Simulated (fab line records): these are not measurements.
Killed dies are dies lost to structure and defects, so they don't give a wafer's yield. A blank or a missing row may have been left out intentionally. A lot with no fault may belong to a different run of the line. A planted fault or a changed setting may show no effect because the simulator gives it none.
Which tool is to blame? + flow nand-harc + 12 lots with 36 wafers sampled at 3 steps, on a route of 1159 steps

== WHAT THE GAUGES READ, wafer by wafer ==
NHARC_P_GATE_CD_MEAS_59: the cd target is 720 nm.
| lot  | measured     | on        | cd-nm (nm)        |
|------|--------------|-----------|-------------------|
| L075 | day 5 13:10  | cd-sem-01 | 722.3 722.0 723.7 |
| L077 | day 5 23:54  | cd-sem-03 | 720.3 720.6 722.6 |
| L079 | day 6 14:58  | cd-sem-03 | 721.8 721.6 720.1 |
| L080 | day 7 02:10  | cd-sem-03 | 722.8 720.0 720.1 |
| L083 | day 7 12:00  | cd-sem-01 | 724.9 722.7 722.4 |
| L086 | day 8 10:50  | cd-sem-01 | 723.9 727.5 725.5 |
| L085 | day 8 11:29  | cd-sem-02 | 725.2 724.6 724.9 |
| L090 | day 9 07:19  | cd-sem-03 | 722.5 723.0 722.2 |
| L091 | day 9 14:21  | cd-sem-03 | 722.3 720.8 722.3 |
| L093 | day 10 02:05 | cd-sem-03 | 719.6 719.5 720.3 |
| L095 | day 10 09:59 | cd-sem-02 | 724.6 720.0 721.3 |
| L097 | day 11 02:16 | cd-sem-03 | 722.5 722.2 720.2 |

== EACH LOT AND THE TOOL THAT RAN IT (in order: tool; ch and the chambers of the sampled wafers; start) ==
| lot  | NHARC_P_GATE_ETCH_32             | NHARC_P_GATE_STRIP_101            |
|------|----------------------------------|-----------------------------------|
| L075 | rie-si-01 ch 0,1,2, day 4 23:29  | rie-diel-05 ch 0,1,2, day 5 09:45 |
| L077 | rie-si-01 ch 0,1,3, day 5 10:48  | rie-diel-05 ch 0,1,2, day 5 21:11 |
| L079 | rie-si-06 ch 0,2, day 6 02:03    | rie-diel-05 ch 0,2, day 6 12:32   |
| L080 | rie-si-04 ch 2,3, day 6 13:01    | rie-diel-08 ch 0,1,3, day 6 23:26 |
| L083 | rie-si-04 ch 0,2, day 6 23:13    | rie-diel-05 ch 0,1,3, day 7 09:35 |
| L086 | rie-si-06 ch 0,1, day 7 21:43    | rie-diel-05 ch 1,2, day 8 08:10   |
| L085 | rie-si-04 ch 0,3, day 7 22:02    | rie-diel-02 ch 0,2,3, day 8 08:26 |
| L090 | rie-si-01 ch 1,2, day 8 18:13    | rie-diel-05 ch 2,3, day 9 04:38   |
| L091 | rie-si-06 ch 0,2,3, day 9 01:16  | rie-diel-05 ch 0,2,3, day 9 11:47 |
| L093 | rie-si-01 ch 1,2, day 9 12:40    | rie-diel-02 ch 0,1,3, day 9 23:39 |
| L095 | rie-si-04 ch 0,1,3, day 9 20:38  | rie-diel-05 ch 2,3, day 10 07:18  |
| L097 | rie-si-01 ch 0,1,3, day 10 13:16 | rie-diel-08 ch 1,2, day 10 23:34  |
- NHARC_P_GATE_ETCH_32: etches the open film in HBr/Cl2, target depth 150 nm, time 100.1 s.
- NHARC_P_GATE_STRIP_101: strips in O2, time 20 s.

== THE ANSWER, worked out from the rows above alone ==
Rule: what is usual is taken from the lots themselves. Put in order of their means at a reading, lots are off if they are a third of the lots or fewer, leave a main group of 4 or more, and stand apart from it by a gap of 3 or more times the standard deviation of the main group's means; of several such gaps the widest counts. If all means in a main group match to the digits the tables above print for the reading, that group is not used. A lot without any number at a reading at which 4 lots or more have one is off too. Any other lot the step has rows for is counted as sound.
No lot is off on any of the readings shown, so nothing can be concluded from this.

== WHAT THE SIMULATOR HAD PUT IN ==
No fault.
